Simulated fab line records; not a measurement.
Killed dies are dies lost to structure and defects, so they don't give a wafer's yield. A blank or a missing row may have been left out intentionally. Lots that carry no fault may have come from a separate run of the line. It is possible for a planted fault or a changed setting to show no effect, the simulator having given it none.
fab line records	flow nandHarc
[record] lots = 6	wafers = 18	lastDay = 33
route steps=1302 shown P_CONTACT@249 P_M0@253
lots that met no fault: taken from a fault-free run of the same line
startH: hours from the record's first day to the start of the lot's first wafer shown	waitH: time in hours since the lot's previous step	" unchanged from the row above	L1.1+2: a single row standing in for several wafers	- no value, or no start was given	* or withheld: withheld	< > ~ a bound
route shown NAME@n: a module of which the file shows steps, and the number in the route of the first	usual: mean and standard deviation over wafers with no fault	same: alike in all rows	chamber/n: place in a boat	sites: each site's reading	_std_site: their standard deviation	_edge_site: mean of outer sites minus mean of inner sites	radiusMm: how far each site lies from the wafer's centre	mask NAME#n: copy n	behind: the tool/chamber that last shaped the wafer	hold: why the lot went on hold/how many hours it stayed there/how the hold came to an end	device: which transistor (n, p or np) failed to switch	end of line: at the end of the route, the tests of the same wafers	for a step that has no rows: nothing shown but its recipe	killed: dies that structure and defects cost at the first sort, which is not the same as the wafer's yield	map: the dies of a wafer, with x for killed, . for not killed, _ for no die there
set.NAME: setting as actually run; set.NAME@STEP: the setting as run at that earlier step	model.NAME: the simulator's own value behind a step, which no gauge read
lots seen at some steps along the route; tables by step, rows by wafer
services: when a tool's chamber went out of use (startH, in hours from the record's first day, below 0 if earlier), for how many hours, and the reason
[[steps]]
[step NHARC_P_CONTACT_CMP_24]
[recipe] tOverpolishS = 30	targetThkNm = 200
[usual] motorCurrentA = 12.0/1.2	overpolishRunS = 30.000/0.0086	timeToEndpointS = 40/4.1
lot.wafer	tool	chamber	startH	waitH	motorCurrentA	overpolishRunS	timeToEndpointS
L295.2	cmp-04	2	200.22	0.5	12.0	29.996	41
L295.6	"	0	"	"	10.3	29.997	40
L295.5	"	1	"	"	13.9	29.981	39
L299.1	cmp-01	2	231.60	0.5	12.2	29.995	41
L299.2	"	3	"	"	12.4	30.001	37
L299.3	"	0	"	"	13.4	29.985	44
L300.3	cmp-04	2	238.42	0.3	12.0	30.005	44
L300.6	"	2	"	"	11.9	29.999	44
L300.5	"	3	"	"	12.0	29.995	42
L302.4	cmp-03	3	263.64	0.4	9.5	30.006	36
L302.2	"	0	"	"	10.2	30.019	48
L302.1	"	1	"	"	12.3	29.991	49
L309.2	cmp-04	2	325.98	0.6	11.5	29.987	38
L309.4	"	3	"	"	12.2	30.011	38
L309.6	"	1	"	"	14.8	29.997	36
L308.2	cmp-03	0	326.72	0.6	10.2	29.995	50
L308.6	"	0	"	"	11.4	29.996	48
L308.5	"	1	"	"	12.8	29.992	48
[step NHARC_P_CONTACT_SRD_26]
[step NHARC_P_CONTACT_INSPECT_27]
[usual] rawDefectCount = 301/140
lot.wafer	tool	chamber	startH	waitH	rawDefectCount
L295.2	defectInspect-02	-	200.57	0.1	155
L295.5	"	-	"	"	179
L295.6	"	-	"	"	146
L299.1	defectInspect-01	-	232.00	0.1	388
L299.2	"	-	"	"	475
L299.3	"	-	"	"	467
L300.3	defectInspect-02	-	238.82	0.1	363
L300.5	"	-	"	"	266
L300.6	"	-	"	"	408
L302.1	defectInspect-01	-	264.04	0.1	229
L302.2	"	-	"	"	185
L302.4	"	-	"	"	202
L309.2	defectInspect-01	-	326.34	0.1	276
L309.4	"	-	"	"	262
L309.6	"	-	"	"	166
L308.2	defectInspect-02	-	327.13	0.1	359
L308.5	"	-	"	"	412
L308.6	"	-	"	"	354
[step NHARC_P_M0_DEP_00]
[recipe] targetThkA = 1500	targetThkNm = 150	tempC = withheld	pressureTorr = 5	flowSccm = 200	rfW = 600	material = SiOC
[step NHARC_P_M0_DEHYDRATE_01]
[recipe] tempC = 150	timeS = 120
[step NHARC_P_M0_HMDS_02]
[recipe] timeS = 30
[step NHARC_P_M0_COAT_33]
[recipe] tempC = 200	timeS = 65
[step NHARC_P_M0_COAT_03]
[recipe] spinRpm = 1500	resistThkNm = 90
[step NHARC_P_M0_SOFTBAKE_04]
[recipe] tempC = 105	timeS = 55
[step NHARC_P_M0_EBR_05]
[step NHARC_P_M0_EXPOSE_06]
[recipe] na = 1.35	targetCdNm = 90	doseMj = 81.28	maskId = P_M0
[step NHARC_P_M0_PEB_07]
[recipe] pebTempC = 100	pebTimeS = 65
[usual] heaterPowerTotalW = 156.6/0.43	plateTempC = 99.98/0.12
lot.wafer	tool	chamber	startH	waitH	heaterPowerTotalW	plateTempC
L295.2	lithoTrack-06	0	201.39	0.1	156.0	99.98
L295.5	"	0	"	"	156.1	100.08
L295.6	"	0	"	"	157.2	100.05
L299.1	lithoTrack-01	0	232.82	0.1	157.2	99.91
L299.2	"	0	"	"	157.1	100.10
L299.3	"	0	"	"	156.9	99.76
L300.3	lithoTrack-06	0	239.64	0.0	146.8	95.83
L300.5	"	0	"	"	147.0	95.77
L300.6	"	0	"	"	147.5	95.73
L302.1	lithoTrack-06	0	264.86	0.1	147.3	95.53
L302.2	"	0	"	"	146.7	95.59
L302.4	"	0	"	"	147.9	95.45
L309.2	lithoTrack-04	0	327.15	0.1	156.6	99.89
L309.4	"	0	"	"	156.4	99.88
L309.6	"	0	"	"	157.1	99.93
L308.2	lithoTrack-01	0	327.94	0.1	156.8	99.88
L308.5	"	0	"	"	157.2	99.95
L308.6	"	0	"	"	156.9	99.84
[step NHARC_P_M0_DEVELOP_08]
[recipe] developTimeS = 35	devTempC = 23
[[services]]
tool	chamber	startH	hours	kind
lithoTrack-06	-	179.00	7.0	pm
cmp-01	-	184.40	1.3	repair
cmp-01	-	187.24	4.0	pm
cmp-01	-	192.13	1.8	repair
cmp-03	-	197.01	4.0	pm
cmp-03	-	201.01	-	consumableReplace:conditioner
cmp-03	-	201.01	-	consumableReplace:pad
lithoTrack-04	-	203.00	7.0	pm
cmp-03	-	206.98	0.6	repair
cmp-04	-	209.00	4.0	pm
cmp-01	-	212.52	1.5	repair
cmp-04	-	213.00	-	consumableReplace:conditioner
cmp-04	-	213.00	-	consumableReplace:pad
lithoTrack-01	-	235.28	-	consumableReplace:filter
cmp-03	-	244.37	1.5	repair
lithoTrack-01	-	284.34	-	consumableReplace:filter
cmp-01	-	285.24	4.0	pm
cmp-03	-	295.01	4.0	pm
cmp-03	-	299.01	-	consumableReplace:conditioner
cmp-03	-	299.01	-	consumableReplace:pad
cmp-04	-	307.00	4.0	pm
cmp-04	-	311.00	-	consumableReplace:conditioner
cmp-04	-	311.00	-	consumableReplace:pad
cmp-01	-	319.00	0.9	repair
[[key]]
[firstSign] step = NHARC_P_M0_PEB_07	reading = plateTempC	direction = down	sigmas = 38	usual = *	struck = *
[effect] step = NHARC_P_M0_PEB_07	reading = heaterPowerTotalW	direction = down	sigmas = 22	usual = *	struck = *
metAt NHARC_P_M0_PEB_07
struckWafers L300.3,L300.5,L300.6,L302.1,L302.2,L302.4
laterRowsLeftOut L300.3,L300.6
sortLeftOut L300.3,L300.5,L300.6,L302.1,L302.2,L302.4
[loopTrim] step = NHARC_P_M0_EXPOSE_06	setting = dose	lots = L302
onsetBetween 201.39 239.64
[fault] kind = processParameterDrift	tool = lithoTrack-06	chamber = -	onsetH = 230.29	steps = NHARC_P_M0_PEB_07	channel = pebTempC	offset = *	shape = step	endH = 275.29	actsIn = *	stated = *
// sortLeftOut: the simulated sort isn't trusted on such a fault, so these wafers' sort isn't shown, and their yield isn't known
// laterRowsLeftOut: the simulator's readings of these wafers behind a module that went badly wrong aren't trusted and aren't shown, but for the sort
// loopTrim: a control loop set the setting to another value than it would have without faults
